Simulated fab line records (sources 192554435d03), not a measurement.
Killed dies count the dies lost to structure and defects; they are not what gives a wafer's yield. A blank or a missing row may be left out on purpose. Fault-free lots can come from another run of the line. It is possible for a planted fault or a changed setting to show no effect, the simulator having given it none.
Problem report in the 8D (eight disciplines) form, filled by code    flow n5-finfet    the parts of the form that need people (team, actions taken, sign-off) are left out

== 1. THE ISSUE ==
Mean of cd-nm at N5_PASSIVATION_CD_MEAS_10: 3014 nm across 2 wafers in 2 lots; on wafers with no fault it is 2998 nm (standard deviation 3.2). That puts it +5.2 standard deviations away from the usual mean.
The step: target cd 3000 nm.
First seen on wafer L595.2, day 16 06:18, on cd-sem-03. The record has a number at this step for 32 wafers belonging to 12 lots. Rule for "out", or "out of limits": more than 4 standard deviations from the usual mean. The rest of the wafers with a number are treated as sound.

== 2. WHAT IT IS, AND WHAT IT ISN'T ==
question                     is                    is not
which readings at this step  cd-nm                 -
which lots                   L595, L599            L580, L581, L583, L584, L585, L587, L589, L592, L602, L603
which wafers of those lots   L595.2, L599.2        L595.1, L595.6, L599.4, L599.5
read on which gauges         cd-sem-02, cd-sem-03  cd-sem-01
when                         from day 16 06:18     up to then (22 sound wafers); but 8 sound wafers of L599, L602, L603 came after

== 3. SUSPECTS, AND WHAT RULES EACH OUT ==
Counting: any tool at a process step up to the reading remains a suspect provided it ran every lot that is out. Sound lots after the first of them don't rule it out here, since some wafers of a struck lot are sound.
- the gauge at N5_PASSIVATION_CD_MEAS_10: ruled out. Those wafers that are out were read across 2 gauges (cd-sem-02, cd-sem-03).
- krf-scanner-01 at N5_PASSIVATION_EXPOSE_07 (exposes mask TV, defocus 0 nm, target cd 3000 nm): kept. It ran every lot that is out, first L595 (day 16 06:07); its last sound lot up to then is L585 (day 14 04:22).
The count leaves krf-scanner-01 at N5_PASSIVATION_EXPOSE_07.

== 4. THE CAUSE (what the simulator had put in) ==
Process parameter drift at N5_PASSIVATION_EXPOSE_07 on krf-scanner-01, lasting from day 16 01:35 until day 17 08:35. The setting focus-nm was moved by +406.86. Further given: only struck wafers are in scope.
Counting left only this tool.

== 5. THE CHAIN OF EFFECTS, in route order ==
Each row: a reading whose mean over the struck wafers that have a number lies more than 3 standard deviations from the usual. Only readings for which the record gives a usual standard deviation are gone through. hours: the time from each lot's start at the first step in this table that gives one to its start at this step, as a median over the lots. sigmas: the change in usual standard deviations.
hours  step                       reading  usual    on struck wafers  change  sigmas
0      N5_PASSIVATION_CD_MEAS_10  cd-nm    2998 nm  3014              +16     +5.2

== 6. HOW IT WOULD HAVE BEEN CAUGHT EARLIER ==
In this record the first reading out of limits at a measuring or inspecting step was taken at day 16 06:18, 5 hours after the fault began at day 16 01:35.
Among the 2 lots that are out, L599 began N5_PASSIVATION_EXPOSE_07 on krf-scanner-01 after day 16 06:18. A hold on the tool at that time would have spared it.
